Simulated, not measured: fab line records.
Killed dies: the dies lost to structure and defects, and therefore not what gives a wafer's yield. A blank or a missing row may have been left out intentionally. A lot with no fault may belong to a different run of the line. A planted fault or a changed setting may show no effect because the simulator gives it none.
Matching of chambers    flow n5-finfet    4 sister chambers for N5_MOL_CONTACT_COAG_ETCH_48 on rie-diel-03
The step etches SiOC in C4F6/O2, target depth 15 nm, overetch 4.5 nm, time 17 s. 8 wafers are shown with their chamber, then 11 later ones without.

## WAFERS WITH THEIR CHAMBER
wafer   chamber  showerhead-plenum-p-Torr (Torr)  rf-vpp-V (V)
L083.3  3        2.82                             1600
L083.4  2        2.79                             1576
L084.2  2        2.79                             1578
L085.3  3        2.81                             1601
L086.1  0        2.98                             1586
L086.2  1        2.92                             1572
L086.5  0        2.98                             1586
L089.1  1        2.91                             1572

## WAFERS WITH NO CHAMBER GIVEN
wafer   showerhead-plenum-p-Torr (Torr)  rf-vpp-V (V)
L089.2  2.98                             1586
L089.4  2.81                             1601
L092.2  2.91                             1570
L092.4  2.78                             1576
L092.6  2.91                             1572
L096.1  2.78                             1576
L096.2  2.91                             1570
L096.5  2.91                             1570
L097.2  2.77                             1578
L097.3  2.97                             1586
L097.4  2.90                             1572

## THE CHAMBER EACH PASSED THROUGH
wafer   from the rows above  in truth
L089.2  0                    0
L089.4  3                    3
L092.2  1                    1
L092.4  2                    2
L092.6  1                    1
L096.1  2                    2
L096.2  1                    1
L096.5  1                    1
L097.2  2                    2
L097.3  0                    0
L097.4  1                    1
Correctly placed: 11 of 11. Not placeable from these rows: 0. Wrongly placed: 0.
How it was worked out, from the rows above alone: a wafer's distance from a chamber is the root of the sum, over the readings, of the square of ((its reading less the chamber's mean) divided by the reading's scatter). The wafer belongs to the nearest chamber; if the next one is less than 2 further off, it can't be placed. A chamber's mean is the mean of its shown wafers. The scatter: the root of (the sum of the squares of (reading less its chamber's mean) over the shown wafers, divided by (wafers less chambers)).
